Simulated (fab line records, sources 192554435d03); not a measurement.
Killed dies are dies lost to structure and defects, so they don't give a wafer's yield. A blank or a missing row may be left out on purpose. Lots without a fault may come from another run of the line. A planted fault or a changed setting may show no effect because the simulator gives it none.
fab line records | flow n5_finfet
record lots=24 wafers=72 last_day=17
route steps=1938 shown MOL_CONTACT_COAG@577 BEOL_M0_SAQP@637
lots that met no fault: from a run of the same line without faults
start_h: hours from the record's first day to the start of the lot's first wafer shown | wait_h: hours since the lot's step before | " the same as in the row above | L1.1+2: a row that stands for several wafers | - no value, or no start given | * or withheld: withheld | < > ~ a bound
route shown NAME@n: a module of which the file shows steps, and the number in the route of the first | usual: mean/standard deviation of fault-free wafers | same: alike in all rows | chamber/n: place in a boat | sites: the reading at each site | _std_site: their standard deviation | _edge_site: outer sites' mean less inner sites' | radius_mm: how far each site lies from the wafer's centre | mask NAME#n: copy n | behind: the tool/chamber that last shaped the wafer | hold: why the lot was held/for how many hours/how that ended | device: the transistor (n, p or np) that didn't switch | end of line: the same wafers' tests at the end of the route | a step without rows: its recipe alone | killed: dies lost to structure and defects at the first sort, not the wafer's yield | map: a wafer's dies, x killed, . not, _ none there
set.NAME: the setting as run; set.NAME@STEP: as run at that earlier step | model.NAME: the simulator's own value behind a step, which no gauge read
steps of the route over a sample of lots; a table a step, a row a wafer
services: from which hour (start_h, from the record's first day; less than 0 if before it) a tool's chamber was out of use, for how many hours, and why
## steps
# step N5_MOL_CONTACT_COAG_ETCH_89
# recipe chemistry=N2/H2 target=underlayer target_depth_a=130 mask_material=CAR-EUV time_s=10.4 ion_energy_ev=200 pressure_mtorr=30 source_w=840 bias_w=150 n2_flow_sccm=200 h2_flow_sccm=200 ends=cleared
# usual drypump_motor_current_A=5.7/0.38 etch_rf_on_time_s=10.5/0.3 oes_product_au=0.65/0.065 rf_fwd_power_W=819.7/2.6 rf_vpp_V=524.7/2.4 showerhead_plenum_p_Torr=2.57/0.08 throttle_valve_pct=17.9/0.31
# columns lot.wafer tool chamber start_h wait_h drypump_motor_current_A etch_rf_on_time_s oes_product_au rf_fwd_power_W rf_hours_counter_h rf_vpp_V showerhead_plenum_p_Torr throttle_valve_pct
L074.2 rie_diel-01 2 98.23 0.0 5.8 10.1 0.62 818.0 216 524.1 2.52 18.3
L074.4 " 0 " " 5.9 10.6 0.57 820.4 240 524.8 2.52 18.1
L074.5 " 3 " " 5.6 10.2 0.63 822.0 - 524.2 2.53 18.1
L075.3 rie_diel-05 1 104.32 0.0 5.6 10.9 0.64 823.9 162 525.7 2.61 17.7
L075.5 " 3 " " 6.5 10.5 0.58 819.5 - 519.2 2.39 17.9
L075.6 " 2 " " 5.2 10.9 0.61 820.5 - 526.9 2.65 18.3
L076.2 rie_diel-01 2 110.53 0.0 5.7 10.2 0.62 818.2 223 523.3 2.51 18.3
L076.5 " 1 " " 5.8 10.6 0.62 819.0 - 523.6 2.53 17.4
L076.6 " 2 " " 5.7 10.1 0.62 824.0 - 524.3 2.51 18.3
L077.2 rie_diel-05 0 116.23 0.0 5.4 10.2 0.67 818.5 165 526.4 2.65 18.3
L077.4 " 3 " " 6.5 10.6 0.58 818.9 231 519.8 2.39 17.9
L077.6 " 2 " " 5.2 10.8 0.61 818.8 - 526.8 2.65 18.3
L078.3 rie_diel-03 0 126.38 0.0 5.9 10.9 0.63 825.3 156 526.0 2.65 17.6
L078.4 " 3 " " 5.7 10.1 0.72 819.9 93 522.0 2.47 17.5
L078.6 " 3 " " 5.6 10.1 0.71 820.4 - 520.0 2.47 17.5
L079.2 rie_diel-05 0 132.95 0.0 5.4 10.1 0.67 820.7 171 526.6 2.64 18.3
L079.3 " 3 " " 6.5 10.4 0.58 820.3 237 521.0 2.39 17.9
L079.4 " 1 " " 5.6 10.7 0.64 822.2 172 526.7 2.61 17.7
L080.2 rie_diel-03 1 135.93 0.0 5.7 10.3 0.75 819.1 42 526.1 2.59 17.7
L080.4 " 0 " " 5.9 10.9 0.64 818.4 159 527.1 2.65 17.6
L080.6 " 3 " " 5.7 10.1 0.71 814.6 - 520.7 2.47 17.5
L081.1 rie_diel-05 0 143.22 0.0 5.4 10.1 0.66 820.9 174 525.8 2.64 18.3
L081.4 " 0 " " 5.4 10.1 0.66 821.7 - 526.6 2.64 18.3
L081.6 " 3 " " 6.5 10.5 0.58 820.9 - 519.0 2.39 17.9
L082.2 rie_diel-05 3 146.38 0.0 6.5 10.4 0.57 820.2 243 522.2 2.38 17.9
L082.5 " 1 " " 5.6 10.7 0.63 820.9 - 525.2 2.61 17.7
L082.6 " 0 " " 5.4 10.0 0.66 811.7 - 525.9 2.64 18.3
L083.3 rie_diel-05 1 148.88 0.0 5.6 10.7 0.63 819.8 179 527.4 2.61 17.7
L083.4 " 3 " " 6.5 10.4 0.57 820.8 - 520.4 2.38 17.9
L083.5 " 0 " " 5.4 10.1 0.66 822.9 - 528.9 2.64 18.3
L084.2 rie_diel-01 0 161.65 0.0 5.9 10.6 0.79 820.7 8 521.8 2.51 17.8
L084.4 " 2 " " 5.7 10.1 0.61 819.8 242 522.7 2.50 18.4
L084.6 " 0 " " 5.9 10.6 0.78 824.2 - 524.1 2.51 17.8
L085.1 rie_diel-03 1 169.00 0.0 5.7 10.5 0.72 822.4 55 523.0 2.59 17.7
L085.2 " 3 " " 5.7 10.2 0.70 817.4 108 520.4 2.47 17.5
L085.6 " 3 " " 5.7 10.1 0.69 818.3 - 520.9 2.47 17.5
L087.1 rie_diel-01 0 176.00 0.0 5.9 10.5 0.78 816.7 15 521.3 2.51 17.8
L087.5 " 3 " " 5.5 10.2 0.60 818.4 - 523.5 2.51 18.2
L087.6 " 0 " " 5.9 10.5 0.78 813.8 - 521.2 2.51 17.8
L086.2 rie_diel-03 0 176.65 0.0 5.9 10.9 0.63 824.4 176 526.9 2.64 17.7
L086.3 " 3 " " 5.7 10.1 0.69 818.3 112 521.5 2.47 17.5
L086.6 " 0 " " 5.9 10.9 0.62 821.0 - 526.4 2.64 17.7
L088.1 rie_diel-05 1 186.61 0.0 5.6 10.7 0.63 815.2 190 526.4 2.60 17.7
L088.2 " 0 " " 5.4 10.0 0.66 820.4 187 528.3 2.64 18.3
L088.3 " 2 " " 5.2 10.7 0.61 817.0 213 527.1 2.64 18.4
L089.2 rie_diel-03 0 189.54 0.0 5.9 10.8 0.62 820.9 182 527.0 2.64 17.7
L089.4 " 3 " " 5.7 10.0 0.69 815.8 117 521.7 2.46 17.5
L089.5 " 1 " " 5.7 10.3 0.73 820.3 - 526.1 2.58 17.8
L090.2 rie_diel-05 0 194.55 0.0 5.4 10.1 0.65 825.8 192 527.1 2.63 18.3
L090.3 " 2 " " 5.2 10.7 0.61 821.6 219 525.3 2.64 18.4
L090.6 " 0 " " 5.4 10.0 0.65 820.9 - 526.8 2.63 18.3
L091.2 rie_diel-03 3 202.13 0.0 5.7 10.2 0.68 818.2 123 520.5 2.46 17.5
L091.3 " 2 " " 5.0 10.6 0.62 824.0 187 522.0 2.54 17.8
L091.6 " 1 " " 5.6 10.3 0.72 822.1 - 525.9 2.58 17.8
L092.2 rie_diel-05 2 209.17 0.0 5.2 10.8 0.60 823.4 225 525.0 2.64 18.4
L092.3 " 3 " " 6.5 9.9 0.86 822.0 2 527.1 2.70 17.5
L092.4 " 1 " " 5.6 10.9 0.62 820.6 201 526.6 2.60 17.7
L093.1 rie_diel-05 3 215.35 0.0 6.5 9.9 0.86 819.3 3 528.0 2.70 17.5
L093.2 " 2 " " 5.2 10.7 0.59 816.7 226 524.9 2.64 18.4
L093.5 " 2 " " 5.2 10.7 0.59 815.6 - 526.8 2.64 18.4
L094.1 rie_diel-01 0 221.99 0.0 5.9 10.4 0.76 821.8 29 522.5 2.50 17.8
L094.5 " 0 " " 5.9 10.5 0.75 818.6 - 523.2 2.50 17.8
L094.6 " 3 " " 5.5 10.3 0.60 818.4 - 522.9 2.51 18.2
L095.1 rie_diel-05 1 226.78 0.0 5.6 10.6 0.62 818.7 208 527.8 2.59 17.8
L095.3 " 2 " " 5.2 10.7 0.60 820.2 231 526.3 2.63 18.4
L095.4 " 3 " " 6.5 9.9 0.85 815.5 6 527.3 2.70 17.5
L096.1 rie_diel-03 3 229.39 0.0 5.7 10.2 0.67 819.0 134 520.8 2.46 17.6
L096.3 " 0 " " 5.9 10.8 0.62 820.7 199 526.2 2.63 17.7
L096.4 " 1 " " 5.7 10.5 0.70 818.2 80 524.8 2.57 17.8
L097.2 rie_diel-05 1 240.02 0.0 5.6 10.8 0.62 814.8 211 526.5 2.59 17.8
L097.4 " 3 " " 6.5 10.0 0.82 820.3 11 527.7 2.69 17.5
L097.5 " 0 " " 5.4 10.1 0.64 819.1 - 526.6 2.63 18.3
# step N5_MOL_CONTACT_COAG_ETCHBACK_134
# recipe chemistry=CHF3 target=SiO2 target_depth_a=100 time_s=6.7 ion_energy_ev=200 pressure_mtorr=30 source_w=610 bias_w=170 Ar_flow_sccm=200 CHF3_flow_sccm=50
# usual drypump_motor_current_A=5.6/0.36 oes_product_au=0.77/0.08 rf_fwd_power_W=602.7/2.6 rf_vpp_V=526/12 showerhead_plenum_p_Torr=2.38/0.068 throttle_valve_pct=18.66/0.28
# same time_s=6.7
# columns lot.wafer tool chamber start_h wait_h drypump_motor_current_A oes_product_au rf_fwd_power_W rf_hours_counter_h rf_vpp_V showerhead_plenum_p_Torr throttle_valve_pct
L074.2 rie_diel-05 0 100.12 0.1 5.4 0.78 602.4 157 533 2.47 18.99
L074.4 " 2 " " 5.2 0.73 609.6 189 547 2.46 19.01
L074.5 " 0 " " 5.4 0.78 601.8 - 534 2.47 19.00
L075.3 rie_diel-01 1 108.61 0.3 5.8 0.72 601.8 176 530 2.37 18.35
L075.5 " 2 " " 5.7 0.71 603.9 - 514 2.34 19.10
L075.6 " 3 " " 5.5 0.71 606.2 - 511 2.38 19.01
L076.2 rie_diel-05 1 112.74 0.1 5.6 0.75 603.9 165 545 2.45 18.65
L076.5 " 1 " " 5.6 0.75 603.6 - 544 2.45 18.64
L076.6 " 0 " " 5.4 0.78 606.7 - 535 2.47 18.99
L077.2 rie_diel-03 0 118.26 0.1 5.9 0.75 597.2 154 535 2.48 18.54
L077.4 " 2 " " 5.0 0.75 596.9 155 524 2.38 18.53
L077.6 " 2 " " 5.0 0.75 597.2 - 525 2.38 18.51
L078.3 rie_diel-03 1 128.37 0.4 5.7 0.88 598.6 40 532 2.40 18.43
L078.4 " 0 " " 5.9 0.76 600.8 157 533 2.48 18.55
L078.6 " 1 " " 5.6 0.88 599.4 - 532 2.40 18.43
L079.2 rie_diel-03 0 134.55 0.1 5.9 0.75 600.4 159 533 2.48 18.57
L079.3 " 3 " " 5.6 0.83 601.8 96 506 2.29 18.19
L079.4 " 2 " " 5.0 0.74 600.8 161 525 2.37 18.53
L080.2 rie_diel-05 1 137.58 0.1 5.6 0.74 601.1 174 544 2.44 18.66
L080.4 " 2 " " 5.3 0.72 606.5 204 545 2.46 19.04
L080.6 " 2 " " 5.2 0.71 605.0 - 544 2.46 19.02
L081.1 rie_diel-03 2 144.95 0.1 5.0 0.74 602.2 164 524 2.37 18.53
L081.4 " 3 " " 5.7 0.82 600.3 99 506 2.29 18.20
L081.6 " 1 " " 5.7 0.87 602.0 - 532 2.40 18.44
L082.2 rie_diel-01 2 148.10 0.2 5.7 0.70 604.2 239 516 2.34 19.15
L082.5 " 3 " " 5.6 0.71 606.4 - 509 2.37 19.05
L082.6 " 2 " " 5.7 0.70 606.2 - 515 2.34 19.13
L083.3 rie_diel-03 0 150.66 0.2 5.9 0.75 601.4 164 535 2.48 18.56
L083.4 " 3 " " 5.7 0.83 603.4 100 504 2.29 18.21
L083.5 " 3 " " 5.6 0.82 601.0 - 505 2.29 18.20
L084.2 rie_diel-03 1 164.82 0.4 5.7 0.85 597.9 52 533 2.40 18.46
L084.4 " 2 " " 5.0 0.75 598.2 172 523 2.37 18.55
L084.6 " 2 " " 5.0 0.75 600.4 - 524 2.37 18.54
L085.1 rie_diel-01 3 171.94 0.2 5.5 0.70 601.7 216 510 2.37 19.04
L085.2 " 0 " " 5.9 0.92 607.7 13 516 2.34 18.57
L085.6 " 1 " " 5.7 0.70 600.9 - 531 2.36 18.37
L087.1 rie_diel-01 0 177.80 0.1 5.9 0.91 604.3 16 516 2.34 18.58
L087.5 " 1 " " 5.8 0.70 602.1 - 529 2.35 18.41
L087.6 " 3 " " 5.5 0.69 606.9 - 510 2.37 19.06
L086.2 rie_diel-05 0 178.65 0.1 5.4 0.76 603.0 182 535 2.46 19.04
L086.3 " 1 " " 5.6 0.75 600.7 184 545 2.44 18.69
L086.6 " 0 " " 5.4 0.76 601.7 - 535 2.46 19.02
L088.1 rie_diel-05 0 190.34 0.8 5.4 0.76 600.2 189 536 2.46 19.05
L088.2 " 1 " " 5.6 0.73 603.4 192 545 2.44 18.69
L088.3 " 2 " " 5.2 0.71 604.2 216 545 2.45 19.05
L089.2 rie_diel-03 0 192.56 0.3 5.9 0.73 599.5 183 534 2.47 18.62
L089.4 " 3 " " 5.7 0.80 598.7 - 504 2.28 18.23
L089.5 " 0 " " 5.9 0.74 602.1 - 534 2.47 18.60
L090.2 rie_diel-01 0 196.70 0.1 5.9 0.90 602.5 18 516 2.34 18.58
L090.3 " 1 " " 5.7 0.70 603.2 207 531 2.35 18.41
L090.6 " 3 " " 5.5 0.69 608.4 - 509 2.37 19.07
L091.2 rie_diel-03 1 203.90 0.1 5.6 0.84 600.8 71 532 2.39 18.49
L091.3 " 2 " " 5.0 0.73 601.4 187 523 2.36 18.58
L091.6 " 2 " " 5.0 0.73 602.0 - 523 2.36 18.57
L092.2 rie_diel-03 3 210.82 0.1 5.6 0.80 599.7 127 503 2.28 18.27
L092.3 " 0 " " 5.9 0.73 599.5 192 533 2.47 18.62
L092.4 " 1 " " 5.7 0.84 602.1 74 531 2.39 18.49
L093.1 rie_diel-05 3 217.15 0.1 6.5 0.99 603.5 3 539 2.56 18.59
L093.2 " 0 " " 5.5 0.74 603.0 200 534 2.45 19.07
L093.5 " 3 " " 6.5 1.00 601.7 - 538 2.55 18.58
L094.1 rie_diel-01 0 223.52 0.1 5.9 0.88 606.4 30 514 2.34 18.59
L094.5 " 1 " " 5.8 0.69 605.1 - 530 2.35 18.42
L094.6 " 2 " " 5.7 0.96 604.4 - 516 2.33 18.75
L095.1 rie_diel-01 2 228.36 0.1 5.7 0.95 607.4 5 515 2.33 18.73
L095.3 " 0 " " 5.9 0.88 604.4 32 516 2.34 18.59
L095.4 " 3 " " 5.6 0.68 602.4 234 510 2.36 19.10
L096.1 rie_diel-05 1 230.92 0.1 5.6 0.73 604.6 209 543 2.43 18.70
L096.3 " 0 " " 5.4 0.75 604.1 205 534 2.45 19.08
L096.4 " 3 " " 6.5 0.98 605.6 8 540 2.55 18.60
L097.2 rie_diel-03 3 242.09 0.1 5.7 0.78 600.0 139 505 2.27 18.28
L097.4 " 2 " " 5.0 0.72 602.9 202 523 2.36 18.60
L097.5 " 1 " " 5.7 0.82 602.5 - 533 2.39 18.51
# step N5_BEOL_M0_SAQP_PECVD_97
# recipe material=SiNx target_thk_a=230 temp_c=350 precursor=SiH4/NH3/N2 pressure_torr=1.5 rf_w=300 time_s=19.9
# usual heater_power_w=560/75 rf_fwd_power_W=296.3/1.2 showerhead_plenum_p_Torr=5.17/0.036 throttle_valve_pct=39.3/2.4
# same time_s=19.9
# columns lot.wafer tool chamber start_h wait_h heater_power_w rf_fwd_power_W showerhead_plenum_p_Torr throttle_valve_pct
L074.2 pecvd-01 1 109.17 0.0 510 296.4 5.15 36.4
L074.4 " 2 " " 619 296.2 5.11 35.9
L074.5 " 1 " " 500 296.1 5.15 36.3
L075.3 pecvd-01 1 115.26 0.0 596 297.6 5.15 36.3
L075.5 " 2 " " 585 297.2 5.11 36.1
L075.6 " 1 " " 579 295.2 5.15 36.2
L076.2 pecvd-01 0 117.66 0.0 436 295.9 5.20 41.5
L076.5 " 2 " " 595 296.0 5.11 35.8
L076.6 " 0 " " 443 294.6 5.21 41.8
L077.2 pecvd-01 2 123.87 0.0 602 298.6 5.11 36.0
L077.4 " 2 " " 636 298.7 5.11 35.8
L077.6 " 0 " " 406 295.1 5.20 41.7
L078.3 pecvd-01 1 134.10 0.0 573 296.7 5.15 36.2
L078.4 " 2 " " 611 296.5 5.10 36.0
L078.6 " 0 " " 477 293.6 5.22 42.0
L079.2 pecvd-04 2 139.72 0.0 577 297.0 5.18 38.0
L079.3 " 1 " " 642 296.7 5.18 40.1
L079.4 " 2 " " 579 297.5 5.18 38.4
L080.2 pecvd-01 2 142.91 0.0 613 298.5 5.12 36.0
L080.4 " 2 " " 634 295.6 5.12 36.0
L080.6 " 0 " " 428 293.8 5.21 41.4
L081.1 pecvd-02 2 151.66 0.0 536 297.2 5.18 40.2
L081.4 " 2 " " 540 296.0 5.20 40.0
L081.6 " 1 " " 557 295.4 5.18 37.1
L082.2 pecvd-01 0 157.65 0.0 442 295.0 5.22 41.8
L082.5 " 1 " " 555 295.9 5.15 36.3
L082.6 " 2 " " 609 299.1 5.12 35.9
L083.3 pecvd-04 1 157.83 0.0 652 296.3 5.17 39.9
L083.4 " 0 " " 565 296.9 5.23 41.4
L083.5 " 1 " " 640 296.3 5.18 40.0
L084.2 pecvd-01 1 170.85 0.0 618 294.4 5.14 36.5
L084.4 " 1 " " 623 295.3 5.15 36.3
L084.6 " 2 " " 582 297.8 5.11 36.1
L085.1 pecvd-04 1 178.82 0.0 552 296.0 5.18 40.3
L085.2 " 0 " " 502 296.2 5.21 41.3
L085.6 " 2 " " 492 296.3 5.18 38.5
L087.1 pecvd-04 0 184.08 0.0 555 297.5 5.20 41.6
L087.5 " 1 " " 603 296.6 5.17 40.1
L087.6 " 2 " " 607 296.8 5.17 38.2
L086.2 pecvd-01 1 185.73 0.0 552 296.0 5.15 36.4
L086.3 " 2 " " 595 296.6 5.09 36.2
L086.6 " 2 " " 615 299.2 5.11 36.4
L088.1 pecvd-02 1 196.03 0.0 591 295.0 5.19 37.1
L088.2 " 0 " " 738 296.1 5.15 43.4
L088.3 " 2 " " 509 294.9 5.19 40.3
L089.2 pecvd-02 0 198.76 0.0 704 297.5 5.13 43.5
L089.4 " 2 " " 552 295.9 5.21 40.5
L089.5 " 0 " " 706 296.7 5.15 43.2
L090.2 pecvd-02 2 202.20 0.0 518 295.6 5.19 40.6
L090.3 " 0 " " 692 297.1 5.15 43.5
L090.6 " 0 " " 687 296.2 5.13 43.5
L091.2 pecvd-04 2 209.04 0.0 499 295.5 5.18 38.2
L091.3 " 0 " " 544 298.6 5.21 41.6
L091.6 " 2 " " 497 296.0 5.18 38.3
L092.2 pecvd-04 1 216.72 0.0 565 298.5 5.18 39.8
L092.3 " 0 " " 552 296.9 5.21 41.5
L092.4 " 2 " " 546 295.8 5.19 38.1
L093.1 pecvd-04 1 223.16 0.0 643 297.4 5.17 39.7
L093.2 " 0 " " 567 296.2 5.21 41.5
L093.5 " 0 " " 560 296.1 5.21 41.6
L094.1 pecvd-04 0 232.49 0.0 516 296.5 5.21 41.8
L094.5 " 0 " " 516 297.4 5.20 41.6
L094.6 " 2 " " 550 295.9 5.19 38.8
L095.1 pecvd-04 1 234.02 0.0 644 296.4 5.18 39.8
L095.3 " 0 " " 510 296.7 5.21 41.5
L095.4 " 1 " " 662 298.2 5.17 40.0
L096.1 pecvd-01 2 236.91 0.0 592 295.9 5.11 36.7
L096.3 " 1 " " 608 298.2 5.13 36.2
L096.4 " 1 " " 610 296.2 5.15 36.5
L097.2 pecvd-04 1 250.58 0.0 651 296.7 5.16 40.0
L097.4 " 1 " " 627 297.4 5.17 40.0
L097.5 " 0 " " 510 297.6 5.22 41.8
# step N5_BEOL_M0_SAQP_HM_DEP_111
# recipe material=SiO2 target_thk_a=120 temp_c=400 precursor=SiH4/N2O pressure_torr=0.75 rf_w=275 time_s=7.2
# usual heater_power_w=790/100 rf_fwd_power_W=272.1/1 showerhead_plenum_p_Torr=8.21/0.068
# same time_s=7.2
# columns lot.wafer tool chamber start_h wait_h heater_power_w rf_fwd_power_W showerhead_plenum_p_Torr
L074.2 pecvd-04 1 109.34 0.0 784 272.0 8.21
L074.4 " 1 " " 821 271.9 8.21
L074.5 " 0 " " 798 273.0 8.28
L075.3 pecvd-04 2 115.43 0.0 835 272.7 8.25
L075.5 " 0 " " 796 271.8 8.32
L075.6 " 2 " " 839 272.3 8.23
L076.2 pecvd-04 2 117.83 0.0 811 272.4 8.23
L076.5 " 2 " " 812 272.4 8.24
L076.6 " 0 " " 794 273.7 8.31
L077.2 pecvd-01 2 124.10 0.0 749 272.2 8.09
L077.4 " 2 " " 722 271.9 8.09
L077.6 " 2 " " 751 272.6 8.09
L078.3 pecvd-04 2 134.27 0.0 766 272.6 8.25
L078.4 " 1 " " 891 272.6 8.21
L078.6 " 2 " " 775 272.3 8.25
L079.2 pecvd-02 1 139.89 0.0 739 269.1 8.24
L079.3 " 0 " " 948 270.7 8.14
L079.4 " 2 " " 752 272.4 8.26
L080.2 pecvd-01 2 143.08 0.0 763 273.1 8.08
L080.4 " 1 " " 862 272.6 8.15
L080.6 " 0 " " 630 271.5 8.31
L081.1 pecvd-01 0 151.98 0.2 646 269.9 8.29
L081.4 " 0 " " 642 270.6 8.30
L081.6 " 1 " " 739 272.3 8.14
L082.2 pecvd-01 0 157.82 0.0 557 271.2 8.29
L082.5 " 1 " " 845 271.9 8.15
L082.6 " 0 " " 548 271.3 8.28
L083.3 pecvd-01 0 158.00 0.0 671 271.2 8.29
L083.4 " 2 " " 739 272.8 8.08
L083.5 " 0 " " 689 270.4 8.26
L084.2 pecvd-04 2 171.02 0.0 690 272.0 8.24
L084.4 " 1 " " 901 272.8 8.22
L084.6 " 2 " " 701 272.5 8.24
L085.1 pecvd-02 2 178.99 0.0 757 272.3 8.24
L085.2 " 1 " " 803 271.8 8.27
L085.6 " 2 " " 761 273.0 8.28
L087.1 pecvd-02 0 184.25 0.0 1031 272.2 8.17
L087.5 " 1 " " 839 270.3 8.26
L087.6 " 0 " " 1025 272.6 8.14
L086.2 pecvd-02 0 185.90 0.0 913 272.9 8.15
L086.3 " 2 " " 682 273.2 8.26
L086.6 " 0 " " 893 273.1 8.17
L088.1 pecvd-04 1 196.20 0.0 902 273.7 8.19
L088.2 " 0 " " 798 270.5 8.30
L088.3 " 2 " " 838 272.2 8.23
L089.2 pecvd-02 2 198.93 0.0 693 271.9 8.29
L089.4 " 0 " " 1022 271.6 8.15
L089.5 " 2 " " 704 271.6 8.25
L090.2 pecvd-02 2 202.37 0.0 711 272.4 8.25
L090.3 " 1 " " 786 272.7 8.24
L090.6 " 0 " " 951 272.6 8.15
L091.2 pecvd-01 0 209.21 0.0 555 271.2 8.30
L091.3 " 2 " " 803 272.4 8.08
L091.6 " 2 " " 788 272.5 8.08
L092.2 pecvd-02 0 216.89 0.0 1038 274.4 8.14
L092.3 " 2 " " 736 272.6 8.24
L092.4 " 1 " " 816 272.2 8.23
L093.1 pecvd-01 1 223.33 0.0 691 271.1 8.15
L093.2 " 2 " " 822 273.2 8.08
L093.5 " 0 " " 637 271.2 8.31
L094.1 pecvd-02 0 232.66 0.0 953 272.4 8.16
L094.5 " 2 " " 655 270.0 8.24
L094.6 " 0 " " 976 272.9 8.16
L095.1 pecvd-02 0 234.19 0.0 886 271.7 8.15
L095.3 " 1 " " 798 271.5 8.23
L095.4 " 1 " " 806 272.4 8.25
L096.1 pecvd-04 0 237.08 0.0 775 271.7 8.31
L096.3 " 2 " " 806 273.4 8.25
L096.4 " 1 " " 898 273.7 8.23
L097.2 pecvd-01 1 250.75 0.0 813 271.7 8.15
L097.4 " 1 " " 778 270.9 8.13
L097.5 " 0 " " 598 271.1 8.29
# step N5_BEOL_M0_SAQP_CD_MEAS_14
# recipe target_cd_nm=42.5 landing_energy_ev=500 detector=se_inlens
# usual cd_nm=42.7/0.31
# columns lot.wafer tool chamber start_h wait_h cd_nm
L074.2 cd_sem-01 0 109.66 - 42.8
L074.4 " 0 " " 43.3
L074.5 " 0 " " 43.1
L075.3 cd_sem-03 0 115.75 - 42.4
L075.5 " 0 " " 42.2
L075.6 " 0 " " 42.5
L076.2 cd_sem-03 0 118.28 - 42.6
L076.5 " 0 " " 42.8
L076.6 " 0 " " 42.6
L077.2 cd_sem-02 0 124.57 - 42.1
L077.4 " 0 " " 42.7
L077.6 " 0 " " 42.6
L078.3 cd_sem-03 0 134.60 - 42.4
L078.4 " 0 " " 41.8
L078.6 " 0 " " 42.5
L079.2 cd_sem-02 0 140.22 - 42.7
L079.3 " 0 " " 42.4
L079.4 " 0 " " 42.6
L080.2 cd_sem-01 0 143.53 - 42.4
L080.4 " 0 " " 42.8
L080.6 " 0 " " 42.4
L081.1 cd_sem-03 0 152.42 - 42.7
L081.4 " 0 " " 42.5
L081.6 " 0 " " 42.7
L082.2 cd_sem-02 0 158.28 - 42.1
L082.5 " 0 " " 42.4
L082.6 " 0 " " 42.5
L083.3 cd_sem-01 0 158.45 - 42.8
L083.4 " 0 " " 42.8
L083.5 " 0 " " 43.2
L084.2 cd_sem-01 0 171.34 - 43.5
L084.4 " 0 " " 42.3
L084.6 " 0 " " 43.2
L085.1 cd_sem-01 0 179.44 - 42.8
L085.2 " 0 " " 43.3
L085.6 " 0 " " 42.6
L087.1 cd_sem-02 0 184.70 - 42.5
L087.5 " 0 " " 42.4
L087.6 " 0 " " 42.4
L086.2 cd_sem-02 0 186.35 - 42.6
L086.3 " 0 " " 42.8
L086.6 " 0 " " 42.6
L088.1 cd_sem-01 0 199.37 - 42.8
L088.2 " 0 " " 43.5
L088.3 " 0 " " 42.8
L089.2 cd_sem-03 0 199.41 - 42.7
L089.4 " 0 " " 42.7
L089.5 " 0 " " 43.1
L090.2 cd_sem-03 0 202.82 - 43.1
L090.3 " 0 " " 43.0
L090.6 " 0 " " 42.4
L091.2 cd_sem-03 0 209.54 - 43.1
L091.3 " 0 " " 42.9
L091.6 " 0 " " 43.3
L092.2 cd_sem-02 0 217.33 - 42.1
L092.3 " 0 " " 42.9
L092.4 " 0 " " 42.5
L093.1 cd_sem-03 0 223.77 - 42.7
L093.2 " 0 " " 42.8
L093.5 " 0 " " 42.8
L094.1 cd_sem-02 0 233.11 - 42.8
L094.5 " 0 " " 43.0
L094.6 " 0 " " 43.1
L095.1 cd_sem-02 0 234.64 - 42.3
L095.3 " 0 " " 42.9
L095.4 " 0 " " 41.9
L096.1 cd_sem-02 0 237.40 - 42.2
L096.3 " 0 " " 42.7
L096.4 " 0 " " 42.4
L097.2 cd_sem-03 0 251.20 - 42.8
L097.4 " 0 " " 42.9
L097.5 " 0 " " 42.7
# step N5_BEOL_M0_SAQP_INSPECT_16
# recipe mode=adi inspect_instrument=brightfield
# usual raw_defect_count=532/120
# columns lot.wafer tool chamber start_h wait_h raw_defect_count
L074.2 defect_inspect-02 - 109.72 0.0 431
L074.4 " - " " 539
L074.5 " - " " 454
L075.3 defect_inspect-01 - 115.81 0.0 447
L075.5 " - " " 477
L075.6 " - " " 655
L076.2 defect_inspect-02 - 118.33 0.0 483
L076.5 " - " " 524
L076.6 " - " " 514
L077.2 defect_inspect-01 - 124.62 0.0 466
L077.4 " - " " 590
L077.6 " - " " 412
L078.3 defect_inspect-01 - 134.65 0.0 451
L078.4 " - " " 483
L078.6 " - " " 561
L079.2 defect_inspect-02 - 140.27 0.0 663
L079.3 " - " " 503
L079.4 " - " " 453
L080.2 defect_inspect-01 - 143.58 0.0 571
L080.4 " - " " 599
L080.6 " - " " 553
L081.1 defect_inspect-02 - 152.48 0.0 444
L081.4 " - " " 766
L081.6 " - " " 540
L082.2 defect_inspect-01 - 158.33 0.0 532
L082.5 " - " " 493
L082.6 " - " " 465
L083.3 defect_inspect-01 - 158.50 0.0 498
L083.4 " - " " 733
L083.5 " - " " 605
L084.2 defect_inspect-02 - 171.40 0.0 547
L084.4 " - " " 555
L084.6 " - " " 402
L085.1 defect_inspect-01 - 179.49 0.0 559
L085.2 " - " " 467
L085.6 " - " " 435
L087.1 defect_inspect-01 - 184.75 0.0 473
L087.5 " - " " 429
L087.6 " - " " 438
L086.2 defect_inspect-01 - 186.40 0.0 479
L086.3 " - " " 728
L086.6 " - " " 616
L088.1 defect_inspect-01 - 199.43 0.0 439
L088.2 " - " " 415
L088.3 " - " " 700
L089.2 defect_inspect-01 - 199.47 0.0 271
L089.4 " - " " 385
L089.5 " - " " 435
L090.2 defect_inspect-02 - 202.87 0.0 600
L090.3 " - " " 500
L090.6 " - " " 648
L091.2 defect_inspect-02 - 209.59 0.0 367
L091.3 " - " " 484
L091.6 " - " " 416
L092.2 defect_inspect-02 - 217.39 0.0 486
L092.3 " - " " 426
L092.4 " - " " 517
L093.1 defect_inspect-01 - 223.83 0.0 454
L093.2 " - " " 566
L093.5 " - " " 740
L094.1 defect_inspect-02 - 233.16 0.0 519
L094.5 " - " " 465
L094.6 " - " " 337
L095.1 defect_inspect-01 - 234.69 0.0 540
L095.3 " - " " 618
L095.4 " - " " 717
L096.1 defect_inspect-01 - 237.45 0.0 574
L096.3 " - " " 514
L096.4 " - " " 420
L097.2 defect_inspect-01 - 251.25 0.0 515
L097.4 " - " " 782
L097.5 " - " " 716
## services
# columns tool chamber start_h hours kind
pecvd-01 1 78.31 5.5 scheduled_down
rie_diel-03 - 93.58 15.6 pm
pecvd-01 1 122.09 4.4 repair
rie_diel-03 - 128.92 2.1 repair
rie_diel-05 2 141.89 14.4 repair
pecvd-04 - 151.02 2.8 pm
pecvd-02 - 157.09 1.2 repair
rie_diel-05 0 157.23 1.9 repair
rie_diel-03 1 159.93 2.5 repair
pecvd-02 0 160.48 9.3 repair
rie_diel-05 - 161.75 14.6 pm
pecvd-02 - 170.23 1.2 repair
rie_diel-03 - 170.76 0.3 repair
rie_diel-01 - 179.88 15.6 pm
rie_diel-05 3 180.98 - clean
rie_diel-05 3 180.98 - consumable_replace:focus_ring
rie_diel-05 3 180.98 - consumable_replace:showerhead
rie_diel-05 3 180.98 20.5 scheduled_down
rie_diel-05 3 180.98 20.5 vent_cycle
pecvd-04 1 186.84 5.5 scheduled_down
rie_diel-01 - 198.29 0.4 repair
pecvd-04 - 226.86 0.3 repair
pecvd-01 2 240.45 2.1 scheduled_down
rie_diel-01 0 243.88 4.7 repair
## key
fault none
